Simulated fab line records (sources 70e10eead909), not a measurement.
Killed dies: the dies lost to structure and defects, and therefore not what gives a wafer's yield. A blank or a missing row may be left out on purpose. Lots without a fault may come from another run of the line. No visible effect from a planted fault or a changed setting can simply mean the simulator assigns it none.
fab line records	flow nand_harc
[record] lots = 6	wafers = 18	last_day = 32
route steps=1302 shown A_WL_FILL@971 A_CONTACT@983 END@1302
lots that met no fault: taken from a fault-free run of the same line
start_h: the number of hours between the record's first day and the start of the first shown wafer of the lot	wait_h: time in hours since the lot's previous step	" repeats the value in the row above	L1.1+2: one row covering several wafers at once	- no value, or no start given	* or withheld: withheld	< > ~ a bound
route shown NAME@n: NAME is a module with steps in the file, n the number in the route of the first one	usual: the fault-free wafers' mean and standard deviation	same: alike in all rows	chamber/n: place in a boat	sites: readings site by site	_std_site: standard deviation across them	_edge_site: outer sites' mean less inner sites'	radius_mm: how far each site lies from the wafer's centre	mask NAME#n: copy n	behind: the last tool/chamber to shape the wafer	hold: cause of the lot's hold/its duration in hours/its outcome	device: transistor that didn't switch, given as n, p or np	end of line: the same wafers' tests at the end of the route	a step given without rows: its recipe and nothing more	killed: the dies lost at the first sort to structure and to defects; this is not the yield of the wafer	map: a wafer's dies, marking killed ones x, the rest . and places with no die _
set.NAME: the setting as run; set.NAME@STEP: as run at that earlier step	model.NAME: the simulator's own value behind a step, which no gauge read
lots at some steps of the route; a table a step, a row a wafer
services: from which hour (start_h, from the record's first day; less than 0 if before it) a tool's chamber was out of use, for how many hours, and why
[[steps]]
[step NHARC_A_WL_FILL_CVD_23]
[recipe] target_thk_a = 400	temp_c = 620	pressure_mtorr = 200	time_s = 800	material = poly-Si
[step NHARC_A_WL_FILL_ETCHBACK_26]
[recipe] target_depth_a = 520	time_s = 13.3	hbr_flow_sccm = 150	rf_w = 350	icp_w = 350	bias_w = 60	chemistry = HBr
[usual] drypump_motor_current_A = 5.6/0.38	he_backside_leak_sccm = 2.58/0.24	oes_product_au = 1.006/0.011	rf_fwd_power_W = 342.2/1.6	throttle_valve_pct = 23.267/0.0094
lot.wafer	tool	chamber	start_h	wait_h	drypump_motor_current_A	he_backside_leak_sccm	oes_product_au	rf_fwd_power_W	rf_hours_counter_h	throttle_valve_pct
L976.4	rie_si-05	3	530.08	0.4	5.2	2.52	0.999	343.1	0.3	23.260
L976.3	"	0	"	"	5.6	2.66	0.995	345.3	0.2	23.256
L976.6	"	3	"	"	5.2	2.59	0.994	343.2	-	23.269
L981.3	rie_si-04	0	554.52	0.4	6.3	2.38	0.993	341.9	0.2	23.252
L981.4	"	1	"	"	5.5	2.77	0.992	343.8	0.1	23.254
L981.5	"	3	"	"	5.6	2.41	1.016	342.5	-	23.272
L986.2	rie_si-03	1	621.65	0.4	5.2	2.86	1.003	343.9	0.2	23.278
L986.5	"	0	"	"	5.7	2.28	1.028	341.5	-	23.254
L986.6	"	1	"	"	5.2	3.01	1.013	344.5	-	23.275
L990.2	rie_si-03	3	634.57	0.4	5.0	2.50	1.015	342.1	0.2	23.267
L990.4	"	0	"	"	5.7	2.52	1.027	341.3	0.3	23.265
L990.1	"	1	"	"	5.3	3.38	1.019	343.9	0.3	23.259
L992.3	rie_si-05	3	673.74	0.4	5.2	2.48	1.017	341.0	0.0	23.252
L992.2	"	0	"	"	5.6	2.67	1.006	345.7	0.0	23.250
L992.5	"	1	"	"	5.6	2.46	0.984	345.0	-	23.263
L991.4	rie_si-04	1	681.78	0.4	5.4	2.61	0.991	343.2	1.0	23.255
L991.3	"	2	"	"	5.3	2.38	0.998	339.5	0.8	23.264
L991.6	"	1	"	"	5.5	2.61	0.993	343.7	-	23.260
[step NHARC_A_WL_FILL_PRECLEAN_30]
[recipe] time_s = 10	chemistry = dHF
[step NHARC_A_WL_FILL_SRD_14]
[step NHARC_A_WL_FILL_ALD_19]
[recipe] target_thk_a = 20	pulse_time_s = 3	ald_cycles = 100	temp_c = 450	material = TiN
[usual] heater_power_w = 1121/130	precursor_pulse_height_rel = 1.001/0.019	susceptor_temp_C = 450.00/0.22
lot.wafer	tool	chamber	start_h	wait_h	heater_power_w	precursor_pulse_height_rel	susceptor_temp_C
L976.3	ald_metal-04	2	530.34	0.1	1018	1.013	450.29
L976.6	"	0	"	"	1179	0.999	450.20
L976.4	"	1	"	"	930	1.020	449.90
L981.3	ald_metal-02	1	554.78	0.1	1063	1.016	449.78
L981.4	"	0	"	"	1237	0.980	449.97
L981.5	"	1	"	"	1052	0.985	450.09
L986.2	ald_metal-04	0	621.96	0.2	1182	0.980	450.00
L986.6	"	1	"	"	974	0.994	449.71
L986.5	"	2	"	"	1031	0.976	450.19
L990.1	ald_metal-02	3	634.87	0.1	1187	0.983	449.87
L990.4	"	0	"	"	1211	1.003	449.72
L990.2	"	1	"	"	1043	1.011	449.83
L992.3	ald_metal-02	3	674.00	0.1	1188	1.008	449.90
L992.2	"	1	"	"	1064	0.996	450.02
L992.5	"	2	"	"	1244	1.000	450.27
L991.4	ald_metal-03	0	682.07	0.1	934	1.026	450.17
L991.3	"	1	"	"	1382	1.008	450.26
L991.6	"	0	"	"	917	0.998	450.28
[step NHARC_A_WL_FILL_CVD_20]
[recipe] target_thk_a = 1000	temp_c = 400	pressure_torr = 40	wf6_flow_sccm = 40	h2_flow_sccm = 1600	ar_flow_sccm = 1560	time_s = 74	material = W
[usual] heater_power_w = 859/71	mfc_h2_sccm = 1601/5.2	susceptor_temp_C = 400.00/0.2	throttle_valve_pct = 8.1/0.37
lot.wafer	tool	chamber	start_h	wait_h	heater_power_w	mfc_h2_sccm	susceptor_temp_C	throttle_valve_pct
L976.3	cvd_w-02	1	-	-	908	1610	399.92	8.3
L976.4	"	0	"	"	889	1588	399.73	7.8
L976.6	"	0	"	"	886	1601	399.73	7.7
L981.4	cvd_w-02	1	-	-	913	1600	-	8.5
L981.3	"	0	"	"	900	1607	-	7.6
L981.5	"	0	"	"	895	1607	-	7.6
L986.2	cvd_w-01	1	-	-	706	1599	399.80	8.2
L986.5	"	1	"	"	707	1602	400.18	8.4
L986.6	"	0	"	"	845	1598	400.12	8.0
L990.2	cvd_w-01	1	-	-	716	1602	400.34	8.4
L990.1	"	0	"	"	861	1597	400.32	7.9
L990.4	"	0	"	"	852	1609	400.15	8.0
L992.2	cvd_w-02	1	-	-	853	1593	399.85	8.3
L992.3	"	0	"	"	902	1609	399.78	7.5
L992.5	"	1	"	"	859	1594	399.69	8.6
L991.4	cvd_w-01	1	-	-	692	1599	400.05	8.5
L991.3	"	0	"	"	857	1602	399.78	8.0
L991.6	"	1	"	"	700	1604	400.26	8.3
[step NHARC_A_WL_FILL_CMP_12]
[recipe] t_overpolish_s = 30	target_thk_nm = 100
[usual] motor_current_A = 12.1/0.63	overpolish_run_s = 29.999/0.0084	time_to_endpoint_s = 21.2/2.8
[same] t_overpolish_s = 30
lot.wafer	tool	chamber	start_h	wait_h	motor_current_A	overpolish_run_s	time_to_endpoint_s
L976.4	cmp-01	2	530.84	0.1	12.1	30.010	19.0
L976.3	"	3	"	"	12.3	29.997	21.1
L976.6	"	2	"	"	12.0	30.003	18.3
L981.4	cmp-04	0	555.18	0.1	11.7	29.999	20.8
L981.3	"	1	"	"	12.6	29.998	22.0
L981.5	"	0	"	"	11.7	30.009	20.1
L986.2	cmp-02	3	622.36	0.2	11.8	29.997	21.5
L986.5	"	0	"	"	11.1	29.996	24.1
L986.6	"	1	"	"	11.9	29.988	20.1
L990.4	cmp-02	2	635.57	0.1	11.8	29.997	27.7
L990.1	"	3	"	"	12.2	30.000	23.3
L990.2	"	1	"	"	12.9	29.993	19.3
L992.3	cmp-02	0	674.36	0.1	12.4	29.998	28.1
L992.2	"	1	"	"	12.6	30.007	19.8
L992.5	"	0	"	"	10.8	29.996	21.7
L991.3	cmp-02	2	682.47	0.1	11.1	29.993	24.3
L991.4	"	3	"	"	11.9	30.007	22.3
L991.6	"	1	"	"	12.8	29.989	21.3
[step NHARC_A_WL_FILL_SRD_31]
[step NHARC_A_WL_FILL_INSPECT_15]
[usual] raw_defect_count = 443/110
lot.wafer	tool	chamber	start_h	wait_h	raw_defect_count
L976.3	defect_inspect-02	-	531.33	0.0	686
L976.4	"	-	"	"	704
L976.6	"	-	"	"	551
L981.3	defect_inspect-01	-	555.64	0.0	467
L981.4	"	-	"	"	403
L981.5	"	-	"	"	334
L986.2	defect_inspect-02	-	622.75	0.0	597
L986.5	"	-	"	"	382
L986.6	"	-	"	"	372
L990.1	defect_inspect-01	-	636.04	0.0	559
L990.2	"	-	"	"	543
L990.4	"	-	"	"	595
L992.2	defect_inspect-01	-	674.83	0.0	432
L992.3	"	-	"	"	612
L992.5	"	-	"	"	533
L991.3	defect_inspect-02	-	682.94	0.0	556
L991.4	"	-	"	"	626
L991.6	"	-	"	"	474
[step NHARC_A_CONTACT_DEP_24]
[recipe] target_thk_a = 5000	temp_c = 400	pressure_torr = 6.5	rf_w = 900	teos_flow_sccm = 161.4	flow_sccm = 2650	target_thk_nm = 500	gas = O2	material = SiO2
[usual] heater_power_w = 525/130	mfc_precursor_sccm = 161.4/0.56	rf_fwd_power_W = 899/3.1	susceptor_temp_C = 399.99/0.2	throttle_valve_pct = 16.0/0.4
lot.wafer	tool	chamber	start_h	wait_h	heater_power_w	mfc_precursor_sccm	rf_fwd_power_W	susceptor_temp_C	throttle_valve_pct
L976.3	pecvd-04	1	531.46	0.1	887	161.8	898	400.03	15.9
L976.6	"	0	"	"	616	161.9	898	400.30	16.0
L976.4	"	1	"	"	706	161.2	896	399.94	15.7
L981.3	pecvd-01	2	555.71	0.1	339	161.8	901	400.15	15.8
L981.5	"	0	"	"	620	161.3	899	400.06	15.8
L981.4	"	1	"	"	582	161.4	905	399.93	16.0
L986.2	pecvd-01	1	622.88	0.1	497	176.0	899	399.90	16.6
L986.5	"	1	"	"	542	175.8	898	399.92	16.6
L986.6	"	2	"	"	330	160.8	898	399.90	15.8
L990.2	pecvd-01	0	636.17	0.1	560	161.8	900	400.20	16.1
L990.1	"	1	"	"	559	176.6	900	399.87	16.6
L990.4	"	2	"	"	396	160.8	898	399.72	16.1
L992.2	pecvd-03	1	674.89	0.1	395	162.3	899	400.26	15.6
L992.3	"	2	"	"	710	161.1	896	400.16	16.7
L992.5	"	2	"	"	752	160.9	899	400.40	16.8
L991.3	pecvd-03	1	683.08	0.1	504	161.2	899	399.71	15.6
L991.6	"	0	"	"	414	160.4	902	400.26	15.9
L991.4	"	1	"	"	365	161.6	899	399.72	15.9
[step NHARC_END_SORT_01]
[recipe] temp_c = 25
[usual] killed_at_array = 47/18	killed_at_other = 0.9/1.1	killed_at_periphery = 4/3.1	killed_dies = 52/18	killed_open = 3.1/1.5	killed_short = 2.4/1.5
[same] gross_dies = 677
lot.wafer	tool	chamber	start_h	wait_h	killed_at_array	killed_at_other	killed_at_periphery	killed_dies	killed_open	killed_short
L976.3	prober-01	0	620.83	3.1	92	0	3	95	3	6
L976.4	prober-01	0	621.63	3.4	76	1	7	84	5	1
L976.6	prober-01	0	623.22	4.0	79	1	4	84	2	7
L992.2	prober-01	0	750.90	2.8	62	1	0	63	2	2
L992.3	prober-01	0	751.70	3.1	52	1	2	55	2	1
L992.5	prober-01	0	753.30	3.7	57	1	1	59	4	6
// killed by level:class
L976.3 A_CHANNEL_HOLE_D1:chamber_film_flake=32 A_SLIT:chamber_film_flake=23 A_CHANNEL_HOLE_D2:chamber_film_flake=17 A_CONTACT:chamber_film_flake=8 A_CHANNEL_FILL_D1:geometric_particle:short=3 P_GATE:chamber_film_flake=2 A_WL_FILL:chamber_film_flake=2 A_CHANNEL_HOLE_D1:geometric_particle:short=1
L976.4 A_CHANNEL_HOLE_D2:chamber_film_flake=38 A_SLIT:chamber_film_flake=21 A_CHANNEL_HOLE_D1:chamber_film_flake=10 A_CONTACT:chamber_film_flake=4 P_GATE:chamber_film_flake=2 P_GATE:geometric_particle:open=1 P_M2:geometric_particle:open=1 A_WL_FILL:geometric_particle:short=1
L976.6 A_CHANNEL_HOLE_D1:chamber_film_flake=33 A_SLIT:chamber_film_flake=21 A_CHANNEL_HOLE_D2:chamber_film_flake=15 A_DECK1_JOINT:geometric_particle:short=2 A_CHANNEL_FILL_D2:geometric_particle:short=2 P_GATE:chamber_film_flake=2 A_CONTACT:chamber_film_flake=2 P_CONTACT:geometric_particle:open=1
L992.2 A_CHANNEL_HOLE_D2:chamber_film_flake=18 A_CHANNEL_HOLE_D1:chamber_film_flake=10 A_SLIT:chamber_film_flake=8 A_STAIRCASE:chamber_film_flake=7 A_ZERO_WELL:chamber_film_flake=4 A_WL_FILL:chamber_film_flake=4 A_M0:chamber_film_flake=4 A_CONTACT:chamber_film_flake=3
L992.3 A_CHANNEL_HOLE_D2:chamber_film_flake=16 A_CHANNEL_HOLE_D1:chamber_film_flake=7 A_WL_FILL:chamber_film_flake=6 A_STAIRCASE:chamber_film_flake=6 A_M0:chamber_film_flake=6 A_CONTACT:chamber_film_flake=4 A_SLIT:chamber_film_flake=3 A_SGD_CUT:chamber_film_flake=2
L992.5 A_CHANNEL_HOLE_D2:chamber_film_flake=20 A_CHANNEL_HOLE_D1:chamber_film_flake=7 A_CONTACT:chamber_film_flake=7 A_STAIRCASE:chamber_film_flake=4 A_ONON_D2:geometric_particle:short=3 A_WL_FILL:chamber_film_flake=3 A_M0:chamber_film_flake=3 A_SGD_CUT:geometric_particle:short=2
[[services]]
tool	chamber	start_h	hours	kind
ald_metal-04	3	515.93	25.3	repair
cmp-02	-	517.30	2.3	repair
rie_si-04	-	519.00	9.0	pm
pecvd-03	2	520.21	4.9	repair
cmp-02	-	528.05	4.0	pm
rie_si-04	-	536.43	0.4	repair
cvd_w-01	-	547.00	13.0	pm
pecvd-03	-	547.13	13.0	pm
cvd_w-01	0	563.77	17.3	repair
rie_si-03	-	575.00	9.0	pm
cvd_w-01	1	578.98	6.6	repair
ald_metal-02	0	580.11	23.8	repair
ald_metal-04	-	586.65	1.7	repair
ald_metal-02	3	591.38	3.7	repair
cvd_w-01	-	605.24	1.0	repair
ald_metal-02	-	610.00	10.0	pm
pecvd-03	0	613.93	14.7	repair
rie_si-03	2	616.26	1.3	repair
cvd_w-01	-	624.46	2.1	repair
cmp-02	-	626.05	4.0	pm
cvd_w-02	-	631.37	13.0	pm
cmp-02	-	631.80	1.5	repair
pecvd-01	-	673.04	13.0	pm
ald_metal-02	-	678.26	1.0	repair
[[key]]
[first_sign] step = NHARC_A_CONTACT_DEP_24	reading = mfc_precursor_sccm	direction = up	sigmas = 26	usual = 161.4	struck = 176.1
effect none on later readings
met_at NHARC_A_CONTACT_DEP_24
struck_wafers L986.2,L986.5,L990.1
tester_left_out L986,L990
onset_between 555.71 622.88
[fault] kind = process_parameter_drift	tool = pecvd-01	chamber = 1	onset_h = 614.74	steps = NHARC_A_CONTACT_DEP_24	channel = teos_flow_sccm	offset = *	shape = step	end_h = 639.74	acts_in = *	stated = *
// tester_left_out: of these lots the tester's yield and bins aren't shown, on N5 and GAA mostly nor the transistor test; their killed dies are dies lost to structure and defects alone, not to doping, threshold or leakage, so they don't give the yield
